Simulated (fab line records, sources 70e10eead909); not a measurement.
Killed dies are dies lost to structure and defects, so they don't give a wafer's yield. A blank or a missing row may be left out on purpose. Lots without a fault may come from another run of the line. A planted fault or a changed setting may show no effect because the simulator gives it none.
fab line records | flow nand_harc
record lots=24 wafers=72 last_day=33
route steps=1302 shown P_M2@332 P_BONDPAD@369 A_START@389 A_ZERO_WELL@411 A_ONON_D1@437
lots that met no fault: from a run of the same line without faults
start_h: hours from the record's first day to the start of the lot's first wafer shown | wait_h: hours since the lot's step before | " the same as in the row above | L1.1+2: a row that stands for several wafers | - no value, or no start given | * or withheld: withheld | < > ~ a bound
route shown NAME@n: a module of which the file shows steps, and the number in the route of the first | usual: mean/standard deviation of fault-free wafers | same: alike in all rows | chamber/n: place in a boat | sites: the reading at each site | _std_site: their standard deviation | _edge_site: outer sites' mean less inner sites' | radius_mm: how far each site lies from the wafer's centre | mask NAME#n: copy n | behind: the tool/chamber that last shaped the wafer | hold: why the lot was held/for how many hours/how that ended | device: the transistor (n, p or np) that didn't switch | end of line: the same wafers' tests at the end of the route | a step without rows: its recipe alone | killed: dies lost to structure and defects at the first sort, not the wafer's yield | map: a wafer's dies, x killed, . not, _ none there
set.NAME: the setting as run; set.NAME@STEP: as run at that earlier step | model.NAME: the simulator's own value behind a step, which no gauge read
steps of the route over a sample of lots; a table a step, a row a wafer
services: from which hour (start_h, from the record's first day; less than 0 if before it) a tool's chamber was out of use, for how many hours, and why
## steps
# step NHARC_P_M2_ETCH_35
# recipe target_depth_a=400 overetch_a=120 time_s=43.94 ion_energy_ev=200 n2_flow_sccm=150 h2_flow_sccm=150 ar_flow_sccm=0 rf_w=400 bias_w=150 chemistry=N2/H2
# usual drypump_motor_current_A=5.7/0.43 oes_product_au=1.006/0.0098 rf_vpp_V=430.1/2.3 showerhead_plenum_p_Torr=2.02/0.08 throttle_valve_pct=14.171/0.0091
# columns lot.wafer tool chamber start_h wait_h drypump_motor_current_A oes_product_au rf_hours_counter_h rf_vpp_V showerhead_plenum_p_Torr throttle_valve_pct
L074.1 rie_diel-01 2 132.64 0.1 5.9 1.012 6 431.2 2.07 14.175
L074.2 " 3 " " 6.4 1.026 7 430.1 2.01 14.169
L074.5 " 2 " " 5.9 1.009 - 433.9 2.07 14.169
L075.4 rie_diel-10 1 132.85 0.1 5.6 1.011 2 435.1 2.20 14.192
L075.2 " 2 " " 5.5 1.007 2 429.2 2.01 14.165
L075.5 " 1 " " 5.6 1.012 - 434.0 2.20 14.169
L076.4 rie_diel-10 2 145.65 0.1 5.5 1.005 4 429.7 2.01 14.161
L076.3 " 3 " " 5.6 1.008 3 430.7 2.04 14.178
L076.5 " 2 " " 5.5 1.002 - 428.4 2.01 14.180
L077.3 rie_diel-10 2 158.22 0.1 5.5 1.006 4 429.6 2.01 14.158
L077.2 " 0 " " 5.0 1.004 4 426.7 1.96 14.198
L077.5 " 1 " " 5.6 1.001 - 435.3 2.20 14.164
L078.1 rie_diel-01 0 168.09 0.1 6.7 0.997 11 431.0 2.04 14.183
L078.2 " 1 " " 5.4 1.004 10 426.3 1.91 14.186
L078.5 " 1 " " 5.4 0.996 - 427.8 1.91 14.171
L079.4 rie_diel-10 1 179.09 0.1 5.6 1.036 4 433.7 2.20 14.153
L079.3 " 2 " " 5.5 1.013 5 430.1 2.01 14.156
L079.1 " 0 " " 5.0 1.018 5 429.8 1.95 14.160
L080.3 rie_diel-01 2 190.85 0.1 5.9 1.005 10 430.7 2.07 14.161
L080.5 " 0 " " 6.7 1.004 - 430.7 2.04 14.166
L080.6 " 1 " " 5.4 1.002 - 427.5 1.91 14.163
L081.1 rie_diel-01 1 196.77 0.1 5.4 0.994 13 427.0 1.91 14.175
L081.3 " 2 " " 5.9 0.990 10 432.7 2.07 14.163
L081.2 " 3 " " 6.5 1.009 12 429.0 2.01 14.143
L082.3 rie_diel-03 1 212.85 0.1 5.5 0.996 6 429.9 2.01 14.172
L082.4 " 2 " " 5.1 1.016 4 427.0 1.91 14.162
L082.5 " 1 " " 5.5 1.001 - 429.2 2.01 14.164
L083.4 rie_diel-01 3 218.07 0.1 6.4 0.983 0 429.7 2.01 14.176
L083.2 " 0 " " 6.7 1.008 0 430.9 2.03 14.163
L083.6 " 1 " " 5.4 1.002 - 427.5 1.91 14.181
L084.2 rie_diel-03 0 234.65 0.1 6.0 1.007 6 429.3 2.00 14.161
L084.4 " 1 " " 5.5 0.994 7 431.2 2.01 14.177
L084.6 " 0 " " 6.0 1.006 - 429.8 1.99 14.183
L085.4 rie_diel-03 3 236.85 0.1 5.8 1.005 7 430.8 2.06 14.174
L085.6 " 3 " " 5.8 1.010 - 431.6 2.06 14.187
L085.5 " 0 " " 6.0 1.004 - 429.5 1.99 14.164
L086.3 rie_diel-03 3 248.09 0.1 5.8 1.007 8 430.8 2.06 14.178
L086.4 " 2 " " 5.1 1.016 7 426.0 1.91 14.162
L086.6 " 3 " " 5.7 1.006 - 431.0 2.06 14.158
L087.2 rie_diel-10 2 259.69 0.1 5.5 1.015 1 428.8 2.00 14.169
L087.5 " 3 " " 5.6 0.995 - 431.1 2.04 14.170
L087.6 " 0 " " 5.1 1.008 - 428.3 1.95 14.172
L088.1 rie_diel-10 2 277.71 0.1 5.5 1.000 1 428.0 2.00 14.182
L088.4 " 3 " " 5.6 0.992 1 429.1 2.04 14.172
L088.5 " 1 " " 5.6 1.018 - 435.3 2.20 14.178
L089.1 rie_diel-10 2 278.38 0.1 5.5 0.998 1 428.3 2.00 14.178
L089.3 " 3 " " 5.7 0.991 1 430.5 2.04 14.174
L089.6 " 2 " " 5.5 1.002 - 429.1 2.00 14.176
L090.4 rie_diel-03 2 295.56 0.1 5.1 1.022 0 425.9 1.91 14.165
L090.3 " 3 " " 5.8 1.018 0 430.9 2.06 14.160
L090.5 " 3 " " 5.8 1.020 - 431.3 2.06 14.175
L091.3 rie_diel-03 1 304.90 0.1 5.5 1.000 0 429.1 2.01 14.160
L091.2 " 2 " " 5.1 1.022 0 426.6 1.91 14.175
L091.6 " 1 " " 5.5 1.001 - 429.1 2.01 14.185
L092.3 rie_diel-10 3 305.06 0.1 5.6 0.997 2 430.9 2.04 14.159
L092.1 " 0 " " 5.0 0.997 3 427.8 1.95 14.157
L092.6 " 2 " " 5.5 0.993 - 430.8 2.00 14.153
L093.3 rie_diel-10 0 318.35 0.1 5.0 1.010 4 428.9 1.95 14.162
L093.5 " 0 " " 5.1 1.005 - 428.3 1.95 14.175
L093.4 " 3 " " 5.7 0.993 - 430.4 2.04 14.166
L094.2 rie_diel-01 1 331.24 0.1 5.4 1.003 6 427.4 1.91 14.187
L094.1 " 2 " " 5.9 0.990 5 432.2 2.07 14.167
L094.5 " 2 " " 5.9 1.004 - 430.0 2.07 14.181
L095.3 rie_diel-10 3 338.25 0.1 5.7 1.010 4 431.4 2.04 14.179
L095.2 " 0 " " 5.1 1.013 5 429.0 1.95 14.171
L095.5 " 3 " " 5.7 1.006 - 429.7 2.04 14.171
L097.3 rie_diel-10 3 367.45 0.1 5.7 1.006 5 431.2 2.04 14.176
L097.4 " 1 " " 5.6 1.013 4 436.4 2.20 14.163
L097.6 " 0 " " 5.1 1.011 - 428.2 1.95 14.178
L096.3 rie_diel-01 2 367.68 0.1 5.9 1.000 8 431.1 2.07 14.169
L096.6 " 3 " " 6.4 0.989 - 428.6 2.00 14.183
L096.5 " 0 " " 6.7 0.987 - 430.7 2.03 14.161
# step NHARC_P_M2_DEGAS_29
# recipe temp_c=250 time_s=60
# usual heater_power_w=325/43
# columns lot.wafer tool chamber start_h wait_h heater_power_w
L074.2 pvd_sputter-01 - 133.57 - 284
L074.1 " - " " 321
L074.5 " - " " 291
L075.4 pvd_sputter-02 - 134.25 - 310
L075.2 " - " " 341
L075.5 " - " " 314
L076.3 pvd_sputter-03 - 146.57 - 292
L076.4 " - " " 317
L076.5 " - " " 278
L077.3 pvd_sputter-03 - 159.15 - 310
L077.2 " - " " 397
L077.5 " - " " 360
L078.2 pvd_sputter-02 - 169.02 - 268
L078.1 " - " " 344
L078.5 " - " " 310
L079.3 pvd_sputter-02 - 180.02 - 310
L079.4 " - " " 274
L079.1 " - " " 316
L080.3 pvd_sputter-03 - 191.78 - 397
L080.5 " - " " 351
L080.6 " - " " 300
L081.1 pvd_sputter-01 - 197.71 - 288
L081.3 " - " " 327
L081.2 " - " " 410
L082.3 pvd_sputter-03 - 213.79 - 392
L082.4 " - " " 295
L082.5 " - " " 309
L083.4 pvd_sputter-01 - 218.99 - 312
L083.2 " - " " 291
L083.6 " - " " 322
L084.4 pvd_sputter-03 - 235.65 - 294
L084.2 " - " " 342
L084.6 " - " " 340
L085.4 pvd_sputter-02 - 237.88 - 340
L085.6 " - " " 271
L085.5 " - " " 310
L086.4 pvd_sputter-01 - 249.02 - 367
L086.3 " - " " 385
L086.6 " - " " 398
L087.2 pvd_sputter-03 - 260.64 - 297
L087.5 " - " " 392
L087.6 " - " " 293
L088.1 pvd_sputter-02 - 278.64 - 300
L088.4 " - " " 274
L088.5 " - " " 310
L089.1 pvd_sputter-03 - 279.33 - 347
L089.3 " - " " 304
L089.6 " - " " 398
L090.3 pvd_sputter-02 - 296.50 - 331
L090.4 " - " " 257
L090.5 " - " " 257
L091.3 pvd_sputter-01 - 305.92 - 389
L091.2 " - " " 283
L091.6 " - " " 392
L092.1 pvd_sputter-03 - 306.09 - 298
L092.3 " - " " 306
L092.6 " - " " 298
L093.3 pvd_sputter-01 - 319.36 - 281
L093.4 " - " " 351
L093.5 " - " " 278
L094.1 pvd_sputter-01 - 332.18 - 362
L094.2 " - " " 276
L094.5 " - " " 295
L095.2 pvd_sputter-02 - 339.20 - 300
L095.3 " - " " 329
L095.5 " - " " 315
L097.3 pvd_sputter-01 - 368.38 - 389
L097.4 " - " " 287
L097.6 " - " " 390
L096.3 pvd_sputter-03 - 368.61 - 304
L096.6 " - " " 315
L096.5 " - " " 385
# step NHARC_P_BONDPAD_ETCH_12
# recipe target_depth_a=2000 time_s=100 chf3_flow_sccm=50 o2_flow_sccm=10 ar_flow_sccm=200 rf_w=500 bias_w=200 chemistry=CHF3/O2
# usual drypump_motor_current_A=5.7/0.49 oes_product_au=0.949/0.025 rf_vpp_V=370.7/2 showerhead_plenum_p_Torr=2.40/0.08 throttle_valve_pct=20.573/0.0079
# columns lot.wafer tool chamber start_h wait_h drypump_motor_current_A oes_product_au rf_hours_counter_h rf_vpp_V showerhead_plenum_p_Torr throttle_valve_pct
L074.2 rie_diel-12 3 - - 6.2 0.906 1.3 367.8 2.31 20.587
L074.1 " 1 " " 4.9 0.946 1.6 372.0 2.43 20.563
L074.5 " 3 " " 6.2 0.915 - 370.0 2.31 20.579
L075.2 rie_diel-12 0 - - 5.7 0.968 1.4 372.0 2.49 20.572
L075.4 " 3 " " 6.2 0.938 1.5 367.6 2.31 20.587
L075.5 " 0 " " 5.7 0.972 - 372.8 2.49 20.587
L076.4 rie_diel-06 0 - - 5.5 0.986 0.4 373.1 2.47 20.570
L076.3 " 3 " " 5.2 0.960 0.4 370.9 2.42 20.569
L076.5 " 1 " " 5.5 0.988 - 369.1 2.31 20.573
L077.3 rie_diel-06 2 - - 5.8 0.978 1.0 370.1 2.41 20.579
L077.2 " 3 " " 5.2 0.957 0.8 370.5 2.42 20.571
L077.5 " 2 " " 5.8 0.968 - 370.4 2.41 20.564
L078.2 rie_diel-06 1 - - 5.5 0.936 1.4 368.6 2.31 20.581
L078.1 " 3 " " 5.2 0.923 1.0 372.6 2.42 20.562
L078.5 " 2 " " 5.8 0.930 - 370.9 2.41 20.577
L079.1 rie_diel-12 0 - - 5.7 0.956 4.3 373.1 2.49 20.565
L079.3 " 1 " " 4.9 0.982 4.1 370.2 2.43 20.576
L079.4 " 3 " " 6.2 0.940 4.2 368.0 2.31 20.580
L080.3 rie_diel-12 3 - - 6.2 0.966 4.6 370.1 2.30 20.573
L080.5 " 3 " " 6.3 0.951 - 368.7 2.31 20.570
L080.6 " 0 " " 5.6 0.975 - 373.6 2.49 20.568
L081.3 rie_diel-09 2 - - 5.8 0.925 2.1 373.8 2.54 20.563
L081.1 " 0 " " 6.6 0.928 2.4 366.8 2.27 20.574
L081.2 " 1 " " 4.9 0.931 2.4 372.3 2.51 20.576
L082.3 rie_diel-09 0 - - 6.6 0.933 3.2 367.8 2.27 20.557
L082.4 " 1 " " 4.9 0.926 3.4 373.3 2.50 20.584
L082.5 " 0 " " 6.6 0.929 - 367.7 2.27 20.562
L083.4 rie_diel-06 2 - - 5.8 0.967 2.3 368.8 2.41 20.581
L083.2 " 0 " " 5.5 0.947 2.1 372.2 2.47 20.570
L083.6 " 1 " " 5.5 0.963 - 370.4 2.31 20.567
L084.4 rie_diel-12 2 - - 6.2 0.919 6.8 369.4 2.37 20.588
L084.2 " 0 " " 5.7 0.922 7.0 373.3 2.49 20.579
L084.6 " 1 " " 4.9 0.944 - 370.1 2.43 20.570
L085.4 rie_diel-12 1 - - 4.9 0.983 7.3 372.0 2.43 20.563
L085.5 " 1 " " 4.8 0.989 - 372.7 2.43 20.567
L085.6 " 2 " " 6.2 0.957 - 369.7 2.37 20.575
L086.4 rie_diel-12 0 - - 5.7 0.926 7.2 371.8 2.49 20.564
L086.3 " 2 " " 6.2 0.920 7.0 369.9 2.37 20.578
L086.6 " 3 " " 6.2 0.903 - 369.8 2.30 20.560
L087.2 rie_diel-12 0 - - 5.7 0.925 8.3 371.7 2.49 20.564
L087.5 " 0 " " 5.7 0.924 - 373.1 2.48 20.571
L087.6 " 1 " " 4.9 0.945 - 370.4 2.43 20.572
L088.1 rie_diel-06 2 - - 5.8 0.958 3.9 370.0 2.41 20.569
L088.5 " 3 " " 5.2 0.915 - 370.1 2.42 20.586
L088.4 " 2 " " 5.8 0.970 - 371.1 2.41 20.557
L089.3 rie_diel-09 2 - - 5.8 0.923 8.8 372.1 2.54 20.568
L089.1 " 3 " " 6.1 0.930 8.1 368.1 2.33 20.578
L089.6 " 2 " " 5.8 0.910 - 374.5 2.54 20.563
L090.4 rie_diel-06 2 - - 5.8 0.983 4.6 370.3 2.41 20.562
L090.3 " 0 " " 5.6 0.975 4.5 372.7 2.47 20.567
L090.5 " 1 " " 5.5 0.971 - 368.3 2.31 20.559
L091.2 rie_diel-12 0 - - 5.7 0.950 2.2 372.2 2.48 20.564
L091.3 " 1 " " 4.9 0.942 2.9 371.3 2.43 20.571
L091.6 " 2 " " 6.2 0.934 - 370.4 2.37 20.572
L092.1 rie_diel-09 0 - - 6.6 0.918 10.5 367.8 2.27 20.572
L092.3 " 1 " " 4.9 0.925 11.0 374.3 2.50 20.576
L092.6 " 3 " " 6.0 0.919 - 367.9 2.33 20.568
L093.3 rie_diel-06 0 - - 5.5 0.952 0.4 371.1 2.47 20.567
L093.4 " 1 " " 5.5 0.964 0.3 368.4 2.31 20.566
L093.5 " 1 " " 5.5 0.971 - 365.9 2.31 20.566
L094.2 rie_diel-09 0 - - 6.5 0.979 0.6 367.5 2.27 20.574
L094.1 " 1 " " 4.9 0.997 0.4 374.2 2.50 20.565
L094.5 " 1 " " 4.9 0.992 - 374.7 2.50 20.565
L095.2 rie_diel-12 0 - - 5.7 0.986 3.8 372.5 2.48 20.574
L095.3 " 2 " " 6.2 0.948 4.2 370.0 2.37 20.568
L095.5 " 3 " " 6.2 0.967 - 368.7 2.30 20.583
L097.4 rie_diel-09 0 - - 6.6 0.966 2.0 367.8 2.27 20.579
L097.3 " 1 " " 4.9 0.978 1.6 372.7 2.50 20.574
L097.6 " 3 " " 6.0 0.971 - 368.7 2.32 20.572
L096.3 rie_diel-06 1 - - 5.5 0.936 1.1 369.1 2.31 20.574
L096.6 " 1 " " 5.5 0.930 - 369.2 2.31 20.557
L096.5 " 2 " " 5.8 0.911 - 371.3 2.41 20.573
# step NHARC_A_START_INSPECT_01
# usual raw_defect_count=3.2/1.7
# columns lot.wafer tool chamber start_h wait_h raw_defect_count
L074.1 defect_inspect-02 - 140.16 - 4
L074.2 " - " " 4
L074.5 " - " " 1
L075.2 defect_inspect-02 - 140.95 - 1
L075.4 " - " " 3
L075.5 " - " " 2
L076.3 defect_inspect-02 - 153.18 - 4
L076.4 " - " " 4
L076.5 " - " " 5
L077.2 defect_inspect-02 - 165.73 - 1
L077.3 " - " " 4
L077.5 " - " " 3
L078.1 defect_inspect-02 - 175.75 - 5
L078.2 " - " " 4
L078.5 " - " " 2
L079.1 defect_inspect-02 - 186.63 - 0
L079.3 " - " " 3
L079.4 " - " " 0
L080.3 defect_inspect-02 - 198.33 - 3
L080.5 " - " " 3
L080.6 " - " " 3
L081.1 defect_inspect-02 - 204.29 - 1
L081.2 " - " " 3
L081.3 " - " " 2
L082.3 defect_inspect-02 - 220.37 - 6
L082.4 " - " " 2
L082.5 " - " " 1
L083.2 defect_inspect-01 - 225.67 - 5
L083.4 " - " " 5
L083.6 " - " " 3
L084.2 defect_inspect-01 - 242.23 - 6
L084.4 " - " " 5
L084.6 " - " " 3
L085.4 defect_inspect-02 - 244.40 - 1
L085.5 " - " " 4
L085.6 " - " " 1
L086.3 defect_inspect-02 - 255.51 - 4
L086.4 " - " " 2
L086.6 " - " " 4
L087.2 defect_inspect-01 - 267.24 - 0
L087.5 " - " " 6
L087.6 " - " " 0
L088.1 defect_inspect-02 - 285.36 - 0
L088.4 " - " " 2
L088.5 " - " " 2
L089.1 defect_inspect-01 - 286.01 - 5
L089.3 " - " " 1
L089.6 " - " " 4
L090.3 defect_inspect-01 - 303.10 - 4
L090.4 " - " " 5
L090.5 " - " " 6
L091.2 defect_inspect-01 - 312.51 - 5
L091.3 " - " " 1
L091.6 " - " " 6
L092.1 defect_inspect-02 - 312.66 - 2
L092.3 " - " " 4
L092.6 " - " " 2
L093.3 defect_inspect-02 - 325.91 - 7
L093.4 " - " " 3
L093.5 " - " " 3
L094.1 defect_inspect-01 - 338.73 - 7
L094.2 " - " " 2
L094.5 " - " " 3
L095.2 defect_inspect-01 - 345.84 - 1
L095.3 " - " " 4
L095.5 " - " " 6
L097.3 defect_inspect-02 - 375.00 - 2
L097.4 " - " " 5
L097.6 " - " " 6
L096.3 defect_inspect-02 - 375.64 - 2
L096.5 " - " " 3
L096.6 " - " " 4
# step NHARC_A_ZERO_WELL_RTA_16
# recipe temp_c=1000 time_s=10
# usual lamp_power_pct=33/3.1 lamp_zone_6_pct=33/3.1 wafer_temp_C_max=1005.1/1.2
# columns lot.wafer tool chamber start_h wait_h lamp_power_pct lamp_zone_6_pct wafer_temp_C_max
L074.1 rtp_anneal-01 0 142.35 - 29 29 1004.8
L074.2 " 0 " " 29 29 1003.3
L074.5 " 0 " " 29 29 1003.9
L075.2 rtp_anneal-02 0 143.21 - 35 35 1006.6
L075.4 " 0 " " 35 35 1003.9
L075.5 " 0 " " 35 35 1004.3
L076.3 rtp_anneal-02 0 155.62 - 35 35 1007.9
L076.4 " 0 " " 35 35 1005.1
L076.5 " 0 " " 35 35 1006.7
L077.2 rtp_anneal-02 0 167.89 - 35 35 1005.4
L077.3 " 0 " " 35 35 1006.0
L077.5 " 0 " " 35 35 1005.6
L078.1 rtp_anneal-02 0 177.86 - 35 35 1006.6
L078.2 " 0 " " 35 35 1005.7
L078.5 " 0 " " 35 35 1007.1
L079.1 rtp_anneal-01 0 188.74 - 29 29 1003.8
L079.3 " 0 " " 29 29 1004.0
L079.4 " 0 " " 29 29 1004.1
L080.3 rtp_anneal-01 0 200.49 - 29 29 1003.9
L080.5 " 0 " " 29 29 1005.2
L080.6 " 0 " " 29 29 1004.7
L081.1 rtp_anneal-02 0 206.42 - 35 35 1003.6
L081.2 " 0 " " 35 35 1004.3
L081.3 " 0 " " 35 35 1006.1
L082.3 rtp_anneal-02 0 222.52 - 35 35 1008.0
L082.4 " 0 " " 35 35 1005.6
L082.5 " 0 " " 35 35 1006.2
L083.2 rtp_anneal-01 0 227.89 - 29 29 1003.6
L083.4 " 0 " " 29 29 1004.6
L083.6 " 0 " " 29 29 1004.7
L084.2 rtp_anneal-01 0 244.38 - 29 29 1005.0
L084.4 " 0 " " 29 29 1006.0
L084.6 " 0 " " 29 29 1003.1
L085.4 rtp_anneal-01 0 246.46 - 29 29 1003.7
L085.5 " 0 " " 29 29 1004.2
L085.6 " 0 " " 29 29 1003.3
L086.3 rtp_anneal-02 0 257.70 - 35 35 1006.0
L086.4 " 0 " " 35 35 1006.9
L086.6 " 0 " " 35 35 1005.6
L087.2 rtp_anneal-01 0 269.37 - 29 29 1005.2
L087.5 " 0 " " 29 29 1003.0
L087.6 " 0 " " 29 29 1003.8
L088.1 rtp_anneal-02 0 287.45 - 35 35 1005.2
L088.4 " 0 " " 35 35 1006.6
L088.5 " 0 " " 35 35 1004.5
L089.1 rtp_anneal-02 0 288.12 - 35 35 1004.4
L089.3 " 0 " " 35 35 1005.3
L089.6 " 0 " " 35 35 1005.6
L090.3 rtp_anneal-02 0 305.22 - 35 35 1006.0
L090.4 " 0 " " 35 35 1004.9
L090.5 " 0 " " 35 35 1003.5
L091.2 rtp_anneal-02 0 314.68 0.1 35 35 1005.8
L091.3 " 0 " " 35 35 1006.7
L091.6 " 0 " " 35 35 1006.5
L092.1 rtp_anneal-01 0 314.78 - 29 29 1004.5
L092.3 " 0 " " 29 29 1004.0
L092.6 " 0 " " 29 29 1004.2
L093.3 rtp_anneal-02 0 327.94 - 35 35 1006.1
L093.4 " 0 " " 35 35 1005.1
L093.5 " 0 " " 35 35 1005.4
L094.1 rtp_anneal-02 0 340.70 - 35 35 1007.4
L094.2 " 0 " " 35 35 1005.0
L094.5 " 0 " " 35 35 1005.1
L095.2 rtp_anneal-01 0 347.97 - 29 29 1007.5
L095.3 " 0 " " 29 29 1005.1
L095.5 " 0 " " 29 29 1003.7
L097.3 rtp_anneal-02 0 377.03 - 35 35 1006.0
L097.4 " 0 " " 35 35 1006.7
L097.6 " 0 " " 35 35 1005.2
L096.3 rtp_anneal-02 0 377.91 - 35 35 1006.0
L096.5 " 0 " " 35 35 1004.8
L096.6 " 0 " " 35 35 1005.4
# step NHARC_A_ONON_D1_THK_MEAS_18
# recipe thk_meas_gauge=ellipsometry
# usual thk_nm=1004/10
# columns lot.wafer tool chamber start_h wait_h thk_nm
L074.1 film_metro-02 - 174.69 - 1000
L074.2 " - " " 1000
L074.5 " - " " 1000
L075.2 film_metro-01 - 174.69 - 997
L075.4 " - " " 999
L075.5 " - " " 998
L076.3 film_metro-01 - 188.01 - 1019
L076.4 " - " " 1019
L076.5 " - " " 1021
L077.2 film_metro-01 - 202.22 - 1010
L077.3 " - " " 1009
L077.5 " - " " 1011
L078.1 film_metro-02 - 211.74 - 1008
L078.2 " - " " 1010
L078.5 " - " " 1010
L079.1 film_metro-02 - 220.06 - 1005
L079.3 " - " " 1005
L079.4 " - " " 1006
L080.3 film_metro-02 - 233.01 - 1011
L080.5 " - " " 1010
L080.6 " - " " 1011
L081.1 film_metro-02 - 239.23 - 997
L081.2 " - " " 999
L081.3 " - " " 1000
L082.3 film_metro-02 - 254.32 - 1025
L082.4 " - " " 1026
L082.5 " - " " 1025
L083.2 film_metro-02 - 259.18 - 990
L083.4 " - " " 990
L083.6 " - " " 990
L084.2 film_metro-01 - 275.40 - 991
L084.4 " - " " 991
L084.6 " - " " 992
L085.4 film_metro-02 - 275.41 - 992
L085.5 " - " " 994
L085.6 " - " " 991
L086.3 film_metro-01 - 290.52 - 1012
L086.4 " - " " 1012
L086.6 " - " " 1012
L087.2 film_metro-01 - 308.78 - 989
L087.5 " - " " 987
L087.6 " - " " 988
L088.1 film_metro-01 - 322.67 - 1018
L088.4 " - " " 1019
L088.5 " - " " 1019
L089.1 film_metro-02 - 322.68 - 1019
L089.3 " - " " 1018
L089.6 " - " " 1017
L090.3 film_metro-01 - 336.97 - 997
L090.4 " - " " 996
L090.5 " - " " 997
L092.1 film_metro-02 - 346.46 - 999
L092.3 " - " " 999
L092.6 " - " " 997
L091.2 film_metro-01 - 346.46 - 991
L091.3 " - " " 990
L091.6 " - " " 989
L093.3 film_metro-02 - 358.79 - 1002
L093.4 " - " " 1003
L093.5 " - " " 1002
L094.1 film_metro-01 - 373.48 - 1009
L094.2 " - " " 1008
L094.5 " - " " 1010
L095.2 film_metro-01 - 379.03 - 1003
L095.3 " - " " 1004
L095.5 " - " " 1003
L096.3 film_metro-01 - 407.90 - 995
L096.5 " - " " 995
L096.6 " - " " 996
L097.3 film_metro-02 - 407.90 - 1004
L097.4 " - " " 1004
L097.6 " - " " 1005
## services
# columns tool chamber start_h hours kind
rie_diel-06 - 130.20 9.0 pm
rie_diel-06 3 159.55 2.2 repair
rie_diel-10 - 166.31 1.8 repair
pvd_sputter-03 - 170.00 10.0 pm
rie_diel-12 2 172.46 6.1 repair
pvd_sputter-01 - 174.35 4.4 repair
rie_diel-12 2 184.43 9.1 repair
rie_diel-12 - 213.89 0.5 repair
pvd_sputter-03 - 221.26 2.6 repair
rie_diel-12 - 223.00 1.3 repair
rie_diel-10 0 227.15 1.7 repair
rie_diel-10 2 232.25 6.5 repair
pvd_sputter-01 - 234.51 10.0 pm
rie_diel-10 - 242.56 9.0 pm
rie_diel-06 2 265.17 3.3 repair
rie_diel-12 - 268.40 9.0 pm
pvd_sputter-01 - 278.15 4.0 repair
rie_diel-06 1 278.61 11.6 repair
rie_diel-10 1 296.63 9.2 repair
rie_diel-12 2 318.60 1.7 repair
rie_diel-12 1 344.53 3.6 repair
pvd_sputter-03 - 348.00 10.0 pm
pvd_sputter-03 - 362.61 1.3 repair
rtp_anneal-01 - 372.00 12.0 pm
## key
fault none
